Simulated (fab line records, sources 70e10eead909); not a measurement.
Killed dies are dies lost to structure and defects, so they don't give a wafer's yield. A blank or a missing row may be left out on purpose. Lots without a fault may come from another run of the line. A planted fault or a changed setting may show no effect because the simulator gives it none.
Chamber matching | flow nand_harc | NHARC_A_WL_FILL_CMP_12 on cmp-04: 4 sister chambers
The step polishes, t overpolish 30 s, target thk 100 nm. 18 wafers are shown with their chamber, then 9 later ones without.

WAFERS WITH THEIR CHAMBER
wafer  | chamber | motor_current_A (A) | overpolish_run_s (s) | time_to_endpoint_s (s)
L074.1 | 0       | 13.6                | 30.022               | 21.3
L074.3 | 1       | 13.8                | 29.978               | 18.2
L074.5 | 1       | 12.8                | 30.004               | 18.3
L075.2 | 0       | 13.9                | 30.020               | 24.1
L075.4 | 2       | 11.5                | 30.000               | 23.9
L075.5 | 3       | 11.9                | 29.994               | 24.3
L077.2 | 1       | 12.9                | 30.005               | 20.1
L077.3 | 2       | 11.3                | 30.001               | 19.0
L077.6 | 1       | 13.8                | 30.013               | 22.4
L082.1 | 2       | 10.9                | 29.996               | 20.1
L082.2 | 1       | 13.2                | 30.005               | 18.2
L082.5 | 2       | 10.8                | 29.989               | 19.7
L090.2 | 2       | 11.1                | 30.000               | 17.9
L090.3 | 1       | 13.1                | 30.002               | 20.1
L090.5 | 2       | 10.6                | 29.998               | 18.2
L092.2 | 3       | 11.6                | 29.985               | 20.4
L092.3 | 1       | 13.1                | 30.003               | 22.2
L092.5 | 1       | 13.2                | 30.011               | 19.5

SIGNATURES (means of the wafers above)
reading            | chamber 0 | chamber 1 | chamber 2 | chamber 3 | scatter within a chamber
motor_current_A    | 13.750    | 13.238    | 11.033    | 11.750    | 0.34
overpolish_run_s   | 30.02100  | 30.00263  | 29.99733  | 29.98950  | 0.00819
time_to_endpoint_s | 22.700    | 19.875    | 19.800    | 22.350    | 1.99
Rule: a wafer's distance from a chamber is the root of the sum, over the readings, of the square of ((its reading less the chamber's mean) divided by the reading's scatter). The wafer belongs to the nearest chamber; if the next one is less than 2 further off, it can't be placed. The scatter: the root of (the sum of the squares of (reading less its chamber's mean) over the shown wafers, divided by (wafers less chambers)).

WAFERS WITHOUT THEIR CHAMBER
wafer  | motor_current_A (A) | overpolish_run_s (s) | time_to_endpoint_s (s)
L094.2 | 12.4                | 30.009               | 20.5
L094.3 | 13.6                | 30.008               | 19.2
L094.5 | 12.9                | 30.019               | 24.4
L095.1 | 12.7                | 29.993               | 20.8
L095.3 | 11.0                | 30.017               | 21.0
L095.6 | 11.1                | 30.006               | 22.5
L097.1 | 11.4                | 30.011               | 21.6
L097.2 | 10.9                | 29.991               | 22.3
L097.4 | 12.8                | 29.986               | 19.6

WHICH CHAMBER EACH WENT THROUGH
wafer  | from the rows above               | in truth
L094.2 | can't be placed: 1 or 3 or 2 or 0 | 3
L094.3 | can't be placed: 1 or 0           | 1
L094.5 | can't be placed: 0 or 1           | 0
L095.1 | can't be placed: 1 or 3           | 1
L095.3 | can't be placed: 2 or 3           | 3
L095.6 | can't be placed: 2 or 3           | 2
L097.1 | can't be placed: 2 or 3           | 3
L097.2 | can't be placed: 2 or 3           | 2
L097.4 | can't be placed: 1 or 3           | 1
Placed correctly: 0 of 9. Can't be placed from these rows: 9 (the true chamber is among the candidates in 9). Placed wrongly: 0.
